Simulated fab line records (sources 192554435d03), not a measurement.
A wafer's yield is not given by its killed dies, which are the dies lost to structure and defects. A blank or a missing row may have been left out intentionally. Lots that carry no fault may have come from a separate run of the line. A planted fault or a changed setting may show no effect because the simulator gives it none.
fab line records	flow n5Finfet
[record] lots = 8	wafers = 24	lastDay = 20
route steps=1938 shown DUMMY_GATE@240 BEOL_M4@1111 PASSIVATION@1936
lots with no fault: from the same line, run without faults
startH: the number of hours between the record's first day and the start of the first shown wafer of the lot	waitH: hours elapsed since this lot's preceding step	" identical to the entry in the row above	L1.1+2: several wafers, shown together as one row	- no value present, or no start provided	* or withheld: withheld	< > ~ a bound
route shown NAME@n: a module of which the file shows steps, and the number in the route of the first	usual: mean and standard deviation over wafers with no fault	same: alike in all rows	chamber/n: place in a boat	sites: the reading at each site	_std_site: how widely they spread, as a standard deviation	_edge_site: inner sites' mean taken away from outer sites' mean	radiusMm: for every site, how far away it sits from the centre of the wafer	mask NAME#n: copy n	behind: tool/chamber where the wafer was last shaped	hold: why the lot went on hold/how many hours it stayed there/how the hold came to an end	device: names the non-switching transistor (n, p or np)	end of line: the route-end tests of the same wafers	a step with no rows: only its recipe	killed: count of dies lost to structure and defects at first sort (not the wafer's yield)	map: dies across one wafer; x = killed, . = not, _ = none there
set.NAME: setting as actually run; set.NAME@STEP: the setting as run at that earlier step	model.NAME: the simulator's own value behind a step, which no gauge read
the route's steps for a sample of lots (tables are steps, rows are wafers)
services: when a tool's chamber went out of use (startH, in hours from the record's first day, below 0 if earlier), for how many hours, and the reason
[[steps]]
[step N5_DUMMY_GATE_TRIM_49]
[recipe] chemistry = O2	resist = SOC	timeS = 29	targetCdNm = 14	sourcePowerW = 300	biasPowerW = 0	O2_flow_sccm = 100	tempC = 20
[usual] drypumpMotorCurrentA = 5.8/0.48	oesProductAu = 1.006/0.022	throttleValvePct = 8.13/0.13
[same] timeS = 29
lot.wafer	tool	chamber	startH	waitH	drypumpMotorCurrentA	oesProductAu	rfHoursCounterH	throttleValvePct
L758.3	rieSi-03	0	47.51	0.0	5.0	0.993	52	8.11
L758.4	"	3	"	"	5.2	1.059	157	8.29
L758.6	"	3	"	"	5.2	1.062	-	8.26
L761.3	rieSi-05	2	67.49	0.0	6.3	1.010	108	7.98
L761.5	"	2	"	"	6.3	1.017	-	8.00
L761.6	"	3	"	"	5.7	0.982	-	7.92
L763.2	rieSi-05	2	81.80	0.0	6.3	1.007	108	8.00
L763.3	"	1	"	"	5.7	0.986	191	8.38
L763.4	"	0	"	"	6.1	1.000	106	8.20
L773.2	rieSi-05	2	135.31	0.0	6.3	1.391	109	7.96
L773.4	"	0	"	"	6.1	0.994	107	8.18
L773.6	"	2	"	"	6.3	1.020	-	7.98
L775.1	rieSi-05	1	147.79	0.0	5.7	1.347	192	8.39
L775.2	"	0	"	"	6.1	1.374	107	8.20
L775.4	"	3	"	"	5.7	0.998	10	7.90
L778.2	rieSi-06	3	171.03	0.0	6.3	0.982	20	8.09
L778.3	"	1	"	"	5.6	1.019	179	8.12
L778.4	"	2	"	"	5.0	1.007	1	8.15
L780.2	rieSi-06	3	179.17	0.0	6.4	0.974	20	8.09
L780.3	"	2	"	"	5.0	1.012	1	8.14
L780.4	"	1	"	"	5.6	1.008	180	8.12
L781.1	rieSi-03	3	185.25	0.0	5.2	1.045	160	8.27
L781.2	"	1	"	"	6.4	0.994	127	8.08
L781.4	"	0	"	"	5.0	0.989	55	8.12
[step N5_DUMMY_GATE_STRIP_40]
[recipe] chemistry = CF4	resist = SiARC	powerW = 300	biasPowerW = 75	pressureMtorr = 50	cf4FlowSccm = 150	rfFrequencyHz = 6e+07
[usual] drypumpMotorCurrentA = 5.8/0.38	oesProductAu = 0.81/0.088	rfVppV = 271.7/1.7	showerheadPlenumPTorr = 1.82/0.066	throttleValvePct = 13.46/0.25
lot.wafer	tool	chamber	startH	waitH	drypumpMotorCurrentA	oesProductAu	rfHoursCounterH	rfVppV	showerheadPlenumPTorr	throttleValvePct
L758.3	rieDiel-03	1	47.60	0.1	5.8	0.71	185	271.4	1.84	13.94
L758.4	"	0	"	"	6.2	0.82	-	270.3	1.81	13.17
L758.6	"	1	"	"	5.8	0.72	-	272.2	1.84	13.94
L761.3	rieDiel-03	1	67.59	0.1	5.7	0.71	192	272.3	1.84	13.96
L761.5	"	3	"	"	5.2	0.97	-	273.6	1.91	13.32
L761.6	"	0	"	"	6.1	0.81	-	271.4	1.81	13.20
L763.2	rieDiel-03	0	81.90	0.1	6.2	0.81	93	273.0	1.81	13.21
L763.3	"	3	"	"	5.2	0.95	9	273.8	1.91	13.34
L763.4	"	1	"	"	5.7	0.71	196	273.4	1.84	13.98
L773.2	rieDiel-03	1	135.40	0.1	5.7	0.71	207	273.5	1.84	14.00
L773.4	"	2	"	"	6.2	0.86	49	273.3	1.89	13.30
L773.6	"	0	"	"	6.1	0.79	-	272.6	1.80	13.22
L775.1	rieDiel-06	2	147.89	0.1	5.2	0.91	11	271.8	1.83	13.10
L775.2	"	1	"	"	5.5	0.69	214	272.0	1.82	13.61
L775.4	"	0	"	"	6.2	0.80	76	270.8	1.81	13.32
L778.2	rieDiel-06	2	171.25	0.2	5.2	0.90	14	272.7	1.83	13.12
L778.3	"	3	"	"	5.4	0.90	23	269.2	1.76	13.43
L778.4	"	1	"	"	5.5	0.69	218	273.1	1.81	13.60
L780.2	rieDiel-06	3	179.27	0.1	5.4	0.90	25	270.1	1.76	13.46
L780.3	"	0	"	"	6.2	0.79	82	271.1	1.81	13.36
L780.4	"	1	"	"	5.5	0.69	220	272.1	1.81	13.61
L781.1	rieDiel-06	0	185.34	0.1	6.2	0.80	83	269.7	1.80	13.34
L781.2	"	1	"	"	5.5	0.69	222	272.4	1.81	13.59
L781.4	"	2	"	"	5.2	0.89	19	270.3	1.83	13.14
[step N5_DUMMY_GATE_CD_MEAS_50]
[recipe] targetCdNm = 14
[usual] cdNm = 13.8/0.53
lot.wafer	tool	chamber	startH	waitH	cdNm
L758.3	cdSem-02	-	47.66	0.0	14.5
L758.4	"	-	"	"	13.9
L758.6	"	-	"	"	13.4
L761.3	cdSem-03	-	67.64	0.0	14.3
L761.5	"	-	"	"	14.1
L761.6	"	-	"	"	14.2
L763.2	cdSem-02	-	81.95	0.0	13.7
L763.3	"	-	"	"	14.0
L763.4	"	-	"	"	14.2
L773.2	cdSem-01	-	135.46	0.0	8.1
L773.4	"	-	"	"	13.7
L773.6	"	-	"	"	13.6
L775.1	cdSem-02	-	147.94	0.0	9.1
L775.2	"	-	"	"	8.2
L775.4	"	-	"	"	14.0
L778.2	cdSem-01	-	171.31	0.0	14.4
L778.3	"	-	"	"	13.8
L778.4	"	-	"	"	14.1
L780.2	cdSem-03	-	179.32	0.0	13.7
L780.3	"	-	"	"	14.5
L780.4	"	-	"	"	13.9
L781.1	cdSem-01	-	185.39	0.0	13.5
L781.2	"	-	"	"	12.6
L781.4	"	-	"	"	13.6
[step N5_DUMMY_GATE_ETCH_23]
[recipe] chemistry = HBr/Cl2/O2	HBr_flow_sccm = 150	Cl2_flow_sccm = 80	O2_flow_sccm = 12	biasW = 102	targetDepthA = 410	timeS = 22.3	target = poly-Si	maskMaterial = SiO2	pressureMtorr = 10	icpW = 800
[usual] biasW = 101.96/0.28	drypumpMotorCurrentA = 5.8/0.46	oesProductAu = 1.014/0.023	throttleValvePct = 37.2/0.38
[same] timeS = 22.3
lot.wafer	tool	chamber	startH	waitH	biasW	drypumpMotorCurrentA	oesProductAu	rfHoursCounterH	throttleValvePct
L758.3	rieSi-05	3	47.98	0.0	101.80	5.7	0.988	7	37.8
L758.4	"	1	"	"	102.12	5.7	0.988	190	37.5
L758.6	"	0	"	"	101.78	6.1	1.027	-	36.9
L761.3	rieSi-06	0	67.97	0.0	102.26	5.8	1.069	8	37.2
L761.5	"	0	"	"	101.92	5.8	1.079	-	37.2
L761.6	"	3	"	"	101.85	6.3	0.995	-	37.5
L763.2	rieSi-03	3	82.28	0.0	102.45	5.3	1.031	158	37.3
L763.3	"	0	"	"	102.08	5.0	1.015	53	37.0
L763.4	"	2	"	"	101.84	5.8	1.007	106	36.6
L773.2	rieSi-03	0	135.78	0.0	102.61	5.0	1.004	54	37.0
L773.4	"	1	"	"	102.04	6.4	1.008	127	37.7
L773.6	"	0	"	"	102.58	5.0	1.009	-	37.0
L775.1	rieSi-06	2	148.27	0.0	102.24	5.0	1.006	0	37.8
L775.2	"	3	"	"	101.73	6.4	0.980	19	37.5
L775.4	"	0	"	"	102.03	5.8	1.066	9	37.2
L778.2	rieSi-03	3	171.64	0.0	101.95	5.3	1.014	160	37.3
L778.3	"	2	"	"	101.85	5.8	1.001	108	36.6
L778.4	"	0	"	"	101.74	5.0	0.988	55	37.0
L780.2	rieSi-05	2	179.65	0.0	101.96	6.3	1.039	110	37.2
L780.3	"	0	"	"	102.10	6.1	1.038	107	36.9
L780.4	"	3	"	"	101.35	5.7	0.991	-	37.8
L781.1	rieSi-05	2	185.72	0.0	102.26	6.3	1.036	110	37.2
L781.2	"	3	"	"	101.76	5.7	0.993	11	37.8
L781.4	"	0	"	"	102.27	6.1	1.035	-	37.0
[step N5_DUMMY_GATE_ETCH_44]
[recipe] chemistry = HBr/O2	overEtchFrac = 0.7	targetDepthA = 1275	stopOn = SiO2	ionEnergyEv = 60	biasW = 20	target = poly-Si	maskMaterial = SiO2	pressureMtorr = 20	icpW = 400	HBr_flow_sccm = 120	O2_flow_sccm = 10
[usual] biasW = 20.00/0.054	drypumpMotorCurrentA = 5.8/0.46	oesProductAu = 0.732/0.012	throttleValvePct = 18.50/0.15
lot.wafer	tool	chamber	startH	waitH	biasW	drypumpMotorCurrentA	oesProductAu	rfHoursCounterH	throttleValvePct
L758.3	rieSi-05	3	48.04	0.0	19.98	5.7	0.728	7	18.39
L758.4	"	1	"	"	20.02	5.7	0.728	190	18.80
L758.6	"	0	"	"	20.08	6.1	0.731	-	18.62
L761.3	rieSi-06	0	68.02	0.0	19.92	5.8	0.733	8	18.29
L761.5	"	0	"	"	19.97	5.8	0.745	-	18.30
L761.6	"	3	"	"	20.06	6.3	0.719	-	18.67
L763.2	rieSi-03	3	82.33	0.0	20.05	5.3	0.735	158	18.58
L763.3	"	0	"	"	20.10	5.0	0.710	53	18.52
L763.4	"	2	"	"	20.01	5.8	0.708	106	18.30
L773.2	rieSi-03	0	135.84	0.0	19.95	5.0	0.721	54	18.50
L773.4	"	1	"	"	19.95	6.4	0.722	127	18.53
L773.6	"	0	"	"	19.88	5.0	0.731	-	18.48
L775.1	rieSi-06	2	148.33	0.0	20.08	5.0	0.720	0	18.60
L775.2	"	3	"	"	20.01	6.3	0.718	20	18.67
L775.4	"	0	"	"	20.03	5.8	0.757	9	18.32
L778.2	rieSi-03	3	171.70	0.0	20.00	5.2	0.749	160	18.57
L778.3	"	2	"	"	20.07	5.8	0.710	108	18.31
L778.4	"	0	"	"	20.02	5.0	0.726	55	18.51
L780.2	rieSi-05	2	179.70	0.0	20.03	6.3	0.741	110	18.33
L780.3	"	0	"	"	19.91	6.1	0.734	107	18.62
L780.4	"	3	"	"	20.00	5.7	0.725	-	18.39
L781.1	rieSi-05	2	185.78	0.0	19.95	6.3	0.728	110	18.36
L781.2	"	3	"	"	19.95	5.7	0.728	11	18.39
L781.4	"	0	"	"	19.95	6.1	0.743	-	18.63
[step N5_DUMMY_GATE_CD_MEAS_24]
[recipe] targetCdNm = 15
[usual] cdNm = 14.8/0.56
lot.wafer	tool	chamber	startH	waitH	cdNm
L758.3	cdSem-02	-	48.15	0.1	14.9
L758.4	"	-	"	"	15.6
L758.6	"	-	"	"	14.5
L761.3	cdSem-03	-	68.14	0.1	15.2
L761.5	"	-	"	"	15.0
L761.6	"	-	"	"	15.0
L763.2	cdSem-03	-	82.45	0.1	15.2
L763.3	"	-	"	"	15.4
L763.4	"	-	"	"	14.9
L773.2	cdSem-02	-	135.95	0.1	9.2
L773.4	"	-	"	"	15.0
L773.6	"	-	"	"	14.2
L775.1	cdSem-03	-	148.44	0.1	10.0
L775.2	"	-	"	"	9.3
L775.4	"	-	"	"	14.6
L778.2	cdSem-01	-	171.81	0.1	14.9
L778.3	"	-	"	"	14.3
L778.4	"	-	"	"	15.3
L780.2	cdSem-01	-	179.82	0.1	14.9
L780.3	"	-	"	"	15.2
L780.4	"	-	"	"	14.4
L781.1	cdSem-01	-	185.89	0.1	14.2
L781.2	"	-	"	"	13.9
L781.4	"	-	"	"	14.5
[step N5_BEOL_M4_RC_MEAS_101]
[usual] DIBL_N = 37.1/2.6	DIBL_P = 38/3	IOFF_N = 0.18/0.052	IOFF_P = 0.25/0.06	ION_N = 678/15	ION_P = 467/8.6	SS_N = 71.7/0.73	SS_P = 73.7/0.89	VT_N = 249/4.3	VT_P = -248/3.8
lot.wafer	tool	chamber	startH	waitH	DIBL_N[mV/V]	DIBL_P[mV/V]	IOFF_N[nA/um]	IOFF_P[nA/um]	ION_N[uA/um]	ION_P[uA/um]	SS_N[mV/dec]	SS_P[mV/dec]	VT_N[mV]	VT_P[mV]
L758.3	prober-01	0	231.10	0.3	33.4	34	0.13	0.20	648	455	72.0	72.2	254	-247
L758.4	"	0	"	"	32.1	32	0.12	0.16	659	458	70.9	71.6	253	-252
L758.6	"	0	"	"	32.3	33	0.10	0.17	648	454	70.4	71.5	260	-251
L761.3	prober-01	0	257.73	0.7	37.3	39	0.21	0.29	708	478	71.3	74.5	242	-242
L761.5	"	0	"	"	36.6	36	0.16	0.23	683	467	72.1	73.8	248	-246
L761.6	"	0	"	"	36.6	38	0.18	0.29	682	476	70.9	74.0	243	-243
L763.2	prober-02	0	273.11	0.2	34.7	34	0.13	0.22	659	464	71.6	73.4	251	-247
L763.3	"	0	"	"	33.9	33	0.12	0.19	661	461	71.3	72.3	253	-251
L763.4	"	0	"	"	34.8	35	0.13	0.23	674	475	71.1	72.6	255	-246
L773.4	prober-01	0	317.62	0.5	38.4	38	0.18	0.24	671	469	71.9	73.8	250	-248
L773.6	"	0	"	"	40.5	41	0.23	0.32	693	476	72.6	74.8	246	-243
L775.4	prober-02	0	327.36	0.5	42.1	43	0.30	0.40	712	482	72.6	75.5	241	-240
L778.2	prober-02	0	351.22	0.2	38.0	38	0.18	0.25	675	464	72.1	73.6	250	-248
L778.3	"	0	"	"	33.1	34	0.10	0.17	655	458	70.9	73.0	258	-255
L778.4	"	0	"	"	35.1	35	0.13	0.18	666	455	71.4	73.5	253	-253
L780.2	prober-02	0	367.82	0.2	36.5	39	0.19	0.26	704	484	71.2	74.6	244	-243
L780.3	"	0	"	"	37.0	39	0.19	0.26	674	462	72.0	73.8	248	-248
L780.4	"	0	"	"	38.3	41	0.23	0.30	700	477	71.3	74.7	245	-248
L781.1	prober-02	0	375.35	0.0	39.7	42	0.26	0.32	694	474	72.8	75.2	241	-245
L781.2	"	0	"	"	40.2	42	0.25	0.33	682	475	72.6	74.5	246	-245
L781.4	"	0	"	"	38.0	39	0.22	0.26	681	466	72.4	74.2	245	-246
[step N5_PASSIVATION_PROBE_49]
[usual] defectLimitedYield = 91.4/1.4	killed_at_M0_to_M3 = 34/9.1	killed_at_M4_up = 14/5.2	killedAtContacts = 12/6.4	killedAtFrontEnd = 38/11	killedAtOther = 3.7/2.8	killedDies = 102/17	killedOnRim = 14/3.9	killedOpen = 68/13	killedShort = 32/7.8	sort_bin_4_leakage = 0.05/0.3	sort_bin_5_function = 5.1/1	sort_bin_6_memory = 3.2/0.66	sortNPass = 1076/19	sortYieldPct = 91.2/1.6
[same] grossDies = 1180	killedAtBackSide = 0	sort_bin_8_speed[%] = 0
lot.wafer	tool	chamber	startH	waitH	defectLimitedYield[%]	killed_at_M0_to_M3	killed_at_M4_up	killedAtContacts	killedAtFrontEnd	killedAtOther	killedDies	killedOnRim	killedOpen	killedShort	sort_bin_4_leakage[%]	sort_bin_5_function[%]	sort_bin_6_memory[%]	sortNPass	sortYieldPct[%]
L761.3	prober-01	-	359.22	0.1	92.1	28	20	13	27	5	93	20	62	27	0	4.5	3.2	1087	92.1
L761.5	prober-01	-	359.32	0.2	89.7	30	25	12	43	11	121	14	84	34	0	6.0	4.1	1059	89.7
L761.6	prober-01	-	359.37	0.3	89.7	50	14	9	39	9	121	22	84	36	0	5.3	4.7	1059	89.7
L763.4	prober-01	-	387.70	0.2	87.9	48	20	15	52	8	143	19	92	51	0	7.4	4.3	1037	87.9
L773.2	prober-02	-	422.47	0.1	0	28	11	20	1119	2	1180	152	70	30	0	96.7	2.8	0	0
L773.4	prober-02	-	422.57	0.2	93.9	18	8	25	18	3	72	16	49	22	0	3.7	2.3	1108	93.9
L773.6	prober-02	-	422.67	0.3	90.4	33	13	21	43	3	113	16	78	32	0	6.6	2.7	1067	90.4
L775.1	prober-01	-	436.11	0.0	0	35	14	0	1129	2	1180	152	69	27	0	96.9	2.9	0	0
L775.2	prober-01	-	436.16	0.1	0	33	12	8	1125	2	1180	152	74	34	0	96.1	3.6	0	0
L775.4	prober-01	-	436.26	0.2	92.3	25	12	12	41	1	91	10	68	23	0.34	4.3	3.1	1085	91.9
L778.2	prober-02	-	456.19	0.1	90.0	42	11	13	48	4	118	19	75	42	0	5.2	4.1	1062	90.0
L778.3	prober-02	-	456.24	0.1	91.4	29	25	8	36	3	101	12	68	31	0	4.3	3.6	1079	91.4
L778.4	prober-02	-	456.29	0.2	87.7	39	14	6	80	6	145	19	98	43	0	7.4	4.4	1035	87.7
// killed by level:class
L761.3 BEOL_M4:geometricParticle:open=10 MOL_CONTACT_COAG:geometricParticle:open=8 BEOL_M2:geometricParticle:open=7 FIN_SAQP:geometricParticle:open=5 STI_FIN_REVEAL:geometricParticle:open=5 BEOL_M3:geometricParticle:open=5 MOL_CONTACT_COAG:geometricParticle:short=5 DUMMY_GATE:geometricParticle:open=4
L761.5 BEOL_M4:geometricParticle:open=17 STI_FIN_REVEAL:geometricParticle:open=16 MOL_CONTACT_COAG:geometricParticle:open=9 BEOL_M3:geometricParticle:open=7 FIN_SAQP:geometricParticle:open=6 GATE_CUT:geometricParticle:short=4 BEOL_M0_SAQP:geometricParticle:short=4 BEOL_M0_SAQP:geometricParticle:open=4
L761.6 BEOL_M2:geometricParticle:open=12 BEOL_M0:geometricParticle:open=10 MOL_CONTACT_COAG:geometricParticle:open=8 BEOL_M4:geometricParticle:open=8 BEOL_M0_SAQP:geometricParticle:short=7 FIN_SAQP:geometricParticle:open=6 STI_FIN_REVEAL:geometricParticle:open=6 BEOL_M3:geometricParticle:open=6
L763.4 STI_FIN_REVEAL:geometricParticle:open=16 FIN_SAQP:geometricParticle:short=13 MOL_CONTACT_COAG:geometricParticle:open=13 BEOL_M1:geometricParticle:open=11 BEOL_M4:geometricParticle:open=11 BEOL_M0_SAQP:geometricParticle:short=8 BEOL_M0_SAQP:geometricParticle:open=6 BEOL_M3:geometricParticle:open=6
L773.2 DUMMY_GATE:areaTrim=1079 MOL_CONTACT_COAG:geometricParticle:open=17 STI_FIN_REVEAL:geometricParticle:open=14 BEOL_M1:geometricParticle:short=7 BEOL_M2:geometricParticle:open=6 BEOL_M4:geometricParticle:open=6 DUMMY_GATE:geometricParticle:open=5 BEOL_M0_SAQP:geometricParticle:short=4
L773.4 MOL_CONTACT_COAG:geometricParticle:open=18 STI_FIN_REVEAL:geometricParticle:open=7 MOL_CONTACT_COAG:geometricParticle:short=7 BEOL_M0_SAQP:geometricParticle:open=6 BEOL_M1:geometricParticle:open=3 BEOL_M3:geometricParticle:short=3 SPACER0:geometricParticle:short=2 ILD0:geometricParticle:short=2
L773.6 STI_FIN_REVEAL:geometricParticle:open=21 MOL_CONTACT_COAG:geometricParticle:open=18 BEOL_M0_SAQP:geometricParticle:short=11 BEOL_M2:geometricParticle:open=6 BEOL_M0_SAQP:geometricParticle:open=5 FIN_SAQP:geometricParticle:open=3 STI_FIN_REVEAL:geometricParticle:short=3 DUMMY_GATE:geometricParticle:open=3
L775.1 DUMMY_GATE:areaTrim=1084 BEOL_M3:geometricParticle:open=13 FIN_SAQP:geometricParticle:open=12 FIN_SAQP:geometricParticle:short=8 DUMMY_GATE:geometricParticle:open=8 BEOL_M1:geometricParticle:open=8 STI_FIN_REVEAL:geometricParticle:open=5 BEOL_M2:geometricParticle:open=5
L775.2 DUMMY_GATE:areaTrim=1072 FIN_SAQP:geometricParticle:open=14 FIN_SAQP:geometricParticle:short=11 STI_FIN_REVEAL:geometricParticle:open=10 BEOL_M1:geometricParticle:open=8 MOL_CONTACT_COAG:geometricParticle:open=7 BEOL_M0_SAQP:geometricParticle:short=7 BEOL_M5:geometricParticle:open=6
L775.4 BEOL_M3:geometricParticle:open=12 FIN_SAQP:geometricParticle:open=10 STI_FIN_REVEAL:geometricParticle:open=9 MOL_CONTACT_COAG:geometricParticle:open=9 BEOL_M2:geometricParticle:open=6 DUMMY_GATE:geometricParticle:open=5 FIN_SAQP:geometricParticle:short=4 GATE_CUT:geometricParticle:short=4
L778.2 FIN_SAQP:geometricParticle:open=14 MOL_CONTACT_COAG:geometricParticle:open=13 BEOL_M0_SAQP:geometricParticle:short=12 BEOL_M3:geometricParticle:open=10 FIN_SAQP:geometricParticle:short=8 BEOL_M2:geometricParticle:open=6 STARTING-WAFER:geometricParticle:open=6 ILD0:geometricParticle:open=5
L778.3 BEOL_M4:geometricParticle:open=15 FIN_SAQP:geometricParticle:short=11 BEOL_M2:geometricParticle:open=9 MOL_CONTACT_COAG:geometricParticle:open=8 FIN_SAQP:geometricParticle:open=7 BEOL_M3:geometricParticle:open=7 STI_FIN_REVEAL:geometricParticle:open=5 BEOL_M0:geometricParticle:open=5
L778.4 FIN_SAQP:geometricParticle:open=28 FIN_SAQP:geometricParticle:short=15 BEOL_M2:geometricParticle:open=15 STI_FIN_REVEAL:geometricParticle:open=12 BEOL_M0:geometricParticle:open=6 BEOL_M3:geometricParticle:open=6 GATE_CUT:geometricParticle:short=4 MOL_CONTACT_COAG:geometricParticle:open=4
[[services]]
tool	chamber	startH	hours	kind
rieSi-03	-	29.16	0.2	repair
rieDiel-03	3	33.05	-	clean
rieDiel-03	3	33.05	-	consumableReplace:focusRing
rieDiel-03	3	33.05	-	consumableReplace:showerhead
rieDiel-03	3	33.05	25.3	scheduledDown
rieDiel-03	3	33.05	25.3	ventCycle
rieDiel-03	1	42.31	1.9	repair
rieSi-05	-	48.63	1.6	repair
rieSi-06	-	53.60	2.8	pm
rieSi-06	1	58.04	22.9	repair
rieSi-03	3	82.67	7.6	repair
rieDiel-06	-	105.21	0.6	repair
rieSi-06	2	106.56	-	clean
rieSi-06	2	106.56	16.1	scheduledDown
rieSi-06	2	106.56	16.1	ventCycle
rieSi-06	-	107.87	14.6	pm
rieSi-05	-	110.00	2.8	pm
rieSi-06	-	129.99	0.2	repair
rieSi-03	-	145.91	14.6	pm
rieSi-05	1	168.38	-	clean
rieSi-05	1	168.38	17.8	scheduledDown
rieSi-05	1	168.38	17.8	ventCycle
rieSi-03	2	174.44	6.5	repair
rieSi-06	0	185.25	7.2	repair
[[key]]
[firstSign] step = N5_DUMMY_GATE_TRIM_49	reading = oesProductAu	direction = up	sigmas = 17	usual = 1.006	struck = 1.371
[effect] step = N5_DUMMY_GATE_CD_MEAS_50	reading = cdNm	direction = down	sigmas = 10	usual = 13.8	struck = 8.5
[effect] step = N5_DUMMY_GATE_CD_MEAS_24	reading = cdNm	direction = down	sigmas = 9.5	usual = 14.8	struck = 9.5
[effect] step = N5_PASSIVATION_PROBE_49	reading = killedAtFrontEnd	direction = up	sigmas = 95	usual = 38	struck = 1124
[moreKillsBornAt] N5_DUMMY_GATE_TRIM_49@rieSi-05 = 3235
metAt N5_DUMMY_GATE_TRIM_49
struckLots L773,L775
struckWafers L773.2,L775.1,L775.2
laterRowsLeftOut L773.2,L775.1,L775.2
notActingAt N5_DUMMY_GATE_STRIP_40,N5_DUMMY_GATE_ETCH_23,N5_DUMMY_GATE_ETCH_44
onsetBetween 81.80 135.31
[fault] kind = processParameterDrift	tool = rieSi-05	chamber = -	onsetH = 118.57	steps = N5_DUMMY_GATE_TRIM_49	channel = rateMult	offset = 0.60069	shape = step	endH = 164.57	scope = struckWafersOnly
// laterRowsLeftOut: the simulator's readings of these wafers behind a module that went badly wrong aren't trusted and aren't shown, but for the sort
